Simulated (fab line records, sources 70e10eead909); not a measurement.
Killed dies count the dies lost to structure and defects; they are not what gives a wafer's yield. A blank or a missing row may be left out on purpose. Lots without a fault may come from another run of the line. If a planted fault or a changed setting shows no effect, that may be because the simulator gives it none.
A single fault, viewed from 3 desks	flow nand harc	every desk sees just its own numbers, and what lay behind them comes last

METROLOGY DESK
What the gauges read for every lot (on any tool): the sampled wafers with a number, averaged. Marked OUT: a lot whose mean sits more than 4 standard deviations from the usual mean, which makes it out of limits; the brackets give that distance.
Columns: A = cd nm at NHARC_P_M1_CD_MEAS_09, usual 129.9 nm
lot	first seen here	A
L368	day 6 12:04	129.8
L370	day 7 06:32	131.0
L371	day 7 11:55	129.8
L374	day 7 23:47	130.1
L375	day 8 12:17	129.9
L376	day 8 12:29	138.3 (+17) OUT
L377	day 9 10:40	138.4 (+17) OUT
L386	day 10 16:23	129.6
L384	day 10 16:58	130.0
L387	day 11 08:11	129.5
L388	day 11 16:13	129.4
This desk finds L376, L377 out of limits, L376 being first, at day 8 12:29 (cd nm at NHARC_P_M1_CD_MEAS_09). L368, L370, L371, L374, L375, L386, L384, L387, L388 stayed within limits.

DESK OF THE TOOL OWNER: litho track-06
The tool's own readings at NHARC_P_M1_PEB_07 (peb time 65 s): means of the sampled wafers that have a number, for each lot that ran on this tool. Marked OUT: a lot whose mean sits more than 4 standard deviations from the usual mean, which makes it out of limits; the brackets give that distance.
Columns: A = heater power total W at NHARC_P_M1_PEB_07, usual 156.6 W; B = plate temp C at NHARC_P_M1_PEB_07, usual 99.99 C
lot	first seen here	A	B
L370	day 7 06:27	156.5	100.06
L371	day 7 11:50	156.8	100.02
L374	day 7 23:42	156.4	99.98
L376	day 8 12:24	161.8 (+13) OUT	102.42 (+20) OUT
L377	day 9 10:35	161.8 (+13) OUT	102.55 (+21) OUT
This desk finds L376, L377 out of limits, L376 being first, at day 8 12:24 (heater power total W at NHARC_P_M1_PEB_07). L370, L371, L374 stayed within limits.

THE DEFECT DESK
Lot by lot, what the route's inspections counted, given as the mean of those sampled wafers with a number. Marked OUT: a lot whose mean sits more than 4 standard deviations from the usual mean, which makes it out of limits; the brackets give that distance.
Columns: A = raw defect count at NHARC_P_M0_INSPECT_27, usual 293
lot	first seen here	A
L368	day 6 10:39	218
L370	day 7 04:56	303
L371	day 7 10:34	350
L374	day 7 22:23	250
L375	day 8 10:53	362
L376	day 8 11:06	257
L377	day 9 08:58	215
L386	day 10 15:00	342
L384	day 10 15:36	485
L387	day 11 06:47	367
L388	day 11 14:56	506
This desk's finding: nothing out of limits on any of the 11 lots.

BROUGHT TOGETHER
On L376, L377, at day 8 12:24, an alarm was possible from the tool owner's desk.
On L376, L377, the metrology desk was in a position to raise an alarm at day 8 12:29.
Nothing the defect desk looked at was out of limits.
The defect desk has L376, L377 on record, within its limits.
All the named lots went through NHARC_P_M1_PEB_07 on litho track-06.

WHAT THE SIMULATOR HAD INSERTED
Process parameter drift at NHARC_P_M1_PEB_07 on litho track-06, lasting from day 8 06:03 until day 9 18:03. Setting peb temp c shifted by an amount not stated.
Lots struck among those shown: L376, L377.
Hours from the fault's start to each desk's first reading out of limits: the tool owner's desk, 6; the metrology desk, 6.
